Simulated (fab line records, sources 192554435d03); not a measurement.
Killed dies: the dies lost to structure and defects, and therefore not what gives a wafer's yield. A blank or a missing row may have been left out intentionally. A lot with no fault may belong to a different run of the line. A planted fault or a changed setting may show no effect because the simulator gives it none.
Matching of chambers    flow n5-finfet    N5_HKMG_FIN_ALD_21 on ald-metal-04 has 4 sister chambers
The step deposits TiN, target thk 1.5 nm, pulse time 1 s, purge time 3 s. 8 wafers are shown with their chamber, then 12 later ones without.

WAFERS WITH THEIR CHAMBER
wafer   chamber  heater-power-w (W)  precursor-pulse-height-rel
L083.1  1        800                 0.977
L083.3  2        849                 1.024
L085.4  0        823                 1.023
L085.5  2        832                 0.993
L085.6  3        810                 1.004
L086.2  1        775                 1.031
L086.4  0        795                 1.006
L086.6  3        818                 1.032

WAFERS MISSING THEIR CHAMBER
wafer   heater-power-w (W)  precursor-pulse-height-rel
L090.2  802                 0.990
L090.3  813                 1.011
L090.5  822                 1.049
L092.2  850                 1.010
L092.4  810                 0.987
L092.6  804                 1.001
L093.1  818                 1.017
L093.4  815                 1.020
L093.6  801                 0.989
L096.2  800                 0.992
L096.3  864                 1.015
L096.5  847                 1.000

THE CHAMBER EACH PASSED THROUGH
wafer   from the rows above                in truth
L090.2  can't be placed: 0 or 1 or 3 or 2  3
L090.3  can't be placed: 3 or 0 or 1 or 2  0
L090.5  can't be placed: 3 or 0 or 2 or 1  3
L092.2  can't be placed: 2 or 3            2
L092.4  can't be placed: 0 or 3 or 1 or 2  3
L092.6  can't be placed: 0 or 3 or 1 or 2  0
L093.1  can't be placed: 3 or 0 or 2 or 1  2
L093.4  can't be placed: 3 or 0 or 2 or 1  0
L093.6  can't be placed: 1 or 0 or 3 or 2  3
L096.2  can't be placed: 1 or 0 or 3 or 2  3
L096.3  can't be placed: 2 or 3            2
L096.5  can't be placed: 2 or 3            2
Correctly placed: 0 of 12. Cannot be placed on the basis of these rows: 12; the candidates contain the true chamber in 12. 0 placed wrongly.
How it was worked out, from the rows above alone: a wafer's distance from a chamber is the root of the sum, over the readings, of the square of ((its reading less the chamber's mean) divided by the reading's scatter). If the next closest chamber is less than 2 further off than the closest, the wafer can't be placed; otherwise it belongs to the closest. For every chamber, the mean is computed from those of its wafers that are shown. The scatter: the root of (the sum of the squares of (reading less its chamber's mean) over the shown wafers, divided by (wafers less chambers)).
